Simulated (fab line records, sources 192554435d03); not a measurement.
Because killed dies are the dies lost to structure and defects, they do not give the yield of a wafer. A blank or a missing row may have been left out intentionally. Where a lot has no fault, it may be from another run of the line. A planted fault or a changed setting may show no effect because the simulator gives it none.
Matching of chambers / flow n5-finfet / N5_BEOL_M11_CMP_52 on cmp-04 has 4 sister chambers
The step polishes, stops on SiCOH lowk, t overpolish 7 s, target thk 140 nm. 4 wafers are shown with their chamber, then 7 later ones without.

## WAFERS WITH THEIR CHAMBER
wafer=L088.1; chamber=2; motor-current-A (A)=7.3
wafer=L088.5; chamber=0; motor-current-A (A)=6.0
wafer=L090.1; chamber=3; motor-current-A (A)=6.9
wafer=L090.3; chamber=1; motor-current-A (A)=5.3

## WAFERS MISSING THEIR CHAMBER
wafer=L090.5; motor-current-A (A)=6.8
wafer=L096.4; motor-current-A (A)=6.1
wafer=L096.5; motor-current-A (A)=6.9
wafer=L096.6; motor-current-A (A)=6.0
wafer=L097.2; motor-current-A (A)=6.9
wafer=L097.4; motor-current-A (A)=6.2
wafer=L097.6; motor-current-A (A)=6.9

## WHICH CHAMBER EACH ONE RAN IN
wafer=L090.5; from the rows above=3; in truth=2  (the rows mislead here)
wafer=L096.4; from the rows above=0; in truth=0
wafer=L096.5; from the rows above=3; in truth=3
wafer=L096.6; from the rows above=0; in truth=0
wafer=L097.2; from the rows above=3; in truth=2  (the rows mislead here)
wafer=L097.4; from the rows above=0; in truth=0
wafer=L097.6; from the rows above=3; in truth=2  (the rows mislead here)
Placed correctly: 4 of 7. Not placeable from these rows: 0. Wrongly placed: 3.
How it was worked out, from the rows above alone: a wafer's distance from a chamber is the root of the sum, over the readings, of the square of ((its reading less the chamber's mean) divided by the reading's scatter). The wafer belongs to the nearest chamber; if the next one is less than 2 further off, it can't be placed. A chamber's mean is the mean of its shown wafers. The scatter (one wafer shown for each chamber): square how far every hidden wafer sits from the nearest shown wafer, average those squares and take the square root.
